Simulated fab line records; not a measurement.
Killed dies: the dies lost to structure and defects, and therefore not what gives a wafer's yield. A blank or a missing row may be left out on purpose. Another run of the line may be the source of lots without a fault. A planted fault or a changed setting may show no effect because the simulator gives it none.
Comparing a struck lot with a sound one / flow nand-harc / 15 steps out of a route of 1302
Sound: these wafers, L689.4, L689.5, L689.6. Struck: wafer L698.4 (L698.3, L698.5, from the same lot, were not struck and are left out); the cause is given at the end.
At each step with rows: each side's tool, then ch and its chambers, then its first start. Under that, the readings that differ: sound wafers / struck wafers / difference of the means / sigmas: that difference in standard deviations of wafers without a fault.
alike: a reading whose means differ by less than 2 such deviations, as well as words and numbers matching on both sides. not compared: withheld readings; readings where some wafer has no value; bounds like >300 that might hide an equal value; numbers whose values overlap and for which the record gives no deviation.
A row with sigmas, a row that says differs or no value, or rows on one side alone: a step with any of these is where the two part. Numbers that have no deviation but don't overlap get no sigmas and don't part them. A reading that every wafer of one side lacks parts them only if that side has two wafers or more.

first, 1 step without rows for these wafers: NHARC_A_ONON_D1_DEP_09 (target thk 1000 nm).
NHARC_A_ONON_D1_THK_MEAS_11: measures by ellipsometry.
  struck on film-metro-01, day 13 19:05; sound on film-metro-01, day 10 07:41
  alike: thk-nm
after that, 1 step with no rows for these wafers: NHARC_A_ONON_D1_DEP_12 (target thk 1000 nm).
NHARC_A_ONON_D1_THK_MEAS_14: measures by ellipsometry.
  struck on film-metro-02, day 13 19:38; sound on film-metro-02, day 10 08:16
  alike: thk-nm
then, 2 steps without rows for these wafers: NHARC_A_ONON_D1_ANNEAL_15 (time 3600 s); NHARC_A_ONON_D1_DEP_16 (target thk 1000 nm).
NHARC_A_ONON_D1_THK_MEAS_18: measures by ellipsometry.
  struck on film-metro-02, day 14 06:47; sound on film-metro-01, day 10 16:05
reading=thk-nm (nm); sound=1011 1012 1010; struck=994; difference=-17; sigmas=-2
after that, 1 step with no rows for these wafers: NHARC_A_ONON_D1_DEP_19 (target thk 1000 nm).
NHARC_A_ONON_D1_THK_MEAS_21: measures by ellipsometry.
  struck on film-metro-02, day 14 07:22; sound on film-metro-01, day 10 16:38
  alike: thk-nm
after that, 1 step with no rows for these wafers: NHARC_A_ONON_D1_DEP_22 (target thk 1000 nm).
NHARC_A_ONON_D1_THK_MEAS_24: measures by ellipsometry.
  struck on film-metro-01, day 14 07:56; sound on film-metro-01, day 10 17:13
  alike: thk-nm
NHARC_A_ONON_D1_DEP_25: target thk 1000 nm.
  sound on pecvd-onon-04 ch 0, day 10 17:26; struck on pecvd-onon-02 ch 0, day 14 08:06
NHARC_A_ONON_D1_THK_MEAS_27: measures by ellipsometry.
  struck on film-metro-02, day 14 08:29; sound on film-metro-01, day 10 17:47
reading=thk-nm (nm); sound=999 1000 1000; struck=1552; difference=+552; sigmas=+73
after that, 1 step with no rows for these wafers: NHARC_A_ONON_D1_DEP_28 (target thk 1000 nm).
-- record jumps: 17 days between struck wafers' starts before vs after; left off in module A_ONON_D1, resumes in module END, first step shown is number 1302 of the route --
NHARC_END_SORT_01:
  sound on prober-01 ch 0, day 26 22:08; struck on prober-01 ch 0, day 30 22:32
reading=killed-at-array; sound=57 53 58; struck=668; difference=+612; sigmas=+36
reading=killed-at-periphery; sound=2 1 4; struck=8; difference=+6; sigmas=+2
reading=killed-dies; sound=60 55 63; struck=677; difference=+618; sigmas=+36
reading=killed-short; sound=1 1 1; struck=5; difference=+4; sigmas=+2
  alike: killed-at-other, killed-open

WHERE THEY PART
First at NHARC_A_ONON_D1_THK_MEAS_18; last, within this record, at NHARC_END_SORT_01.

WHY: the cause the simulator had injected
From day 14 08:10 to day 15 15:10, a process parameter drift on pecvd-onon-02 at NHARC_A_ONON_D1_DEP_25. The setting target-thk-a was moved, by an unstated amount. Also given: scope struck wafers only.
